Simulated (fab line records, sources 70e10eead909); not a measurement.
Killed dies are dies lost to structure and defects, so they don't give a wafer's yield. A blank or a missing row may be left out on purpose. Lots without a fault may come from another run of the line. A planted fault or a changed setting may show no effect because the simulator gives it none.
Chamber matching | flow nand_harc | NHARC_A_STAIRCASE_DESCUM_186 on rie_diel-04: 4 sister chambers
The step chemistry O2, time 3 s. 4 wafers are shown with their chamber, then 10 later ones without.

WAFERS WITH THEIR CHAMBER
wafer  | chamber | drypump_motor_current_A (A)
L088.6 | 0       | 5.9
L091.4 | 2       | 5.6
L090.2 | 3       | 6.1
L090.4 | 1       | 5.0

WAFERS WITHOUT THEIR CHAMBER
wafer  | drypump_motor_current_A (A)
L090.5 | 5.9
L093.1 | 6.2
L093.2 | 5.0
L093.3 | 5.7
L095.2 | 6.2
L095.4 | 5.6
L095.6 | 6.0
L096.2 | 5.0
L096.3 | 6.2
L096.5 | 6.0

WHICH CHAMBER EACH WENT THROUGH
wafer  | from the rows above     | in truth
L090.5 | 0                       | 0
L093.1 | 3                       | 3
L093.2 | 1                       | 1
L093.3 | can't be placed: 2 or 0 | 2
L095.2 | 3                       | 3
L095.4 | 2                       | 2
L095.6 | can't be placed: 0 or 3 | 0
L096.2 | 1                       | 1
L096.3 | 3                       | 3
L096.5 | can't be placed: 0 or 3 | 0
Placed correctly: 7 of 10. Can't be placed from these rows: 3 (the true chamber is among the candidates in 3). Placed wrongly: 0.
How it was worked out, from the rows above alone: a wafer's distance from a chamber is the root of the sum, over the readings, of the square of ((its reading less the chamber's mean) divided by the reading's scatter). The wafer belongs to the nearest chamber; if the next one is less than 2 further off, it can't be placed. A chamber's mean is the mean of its shown wafers. The scatter: with one shown wafer a chamber, the root of the mean of the squares of how far each hidden wafer lies from its nearest shown one.
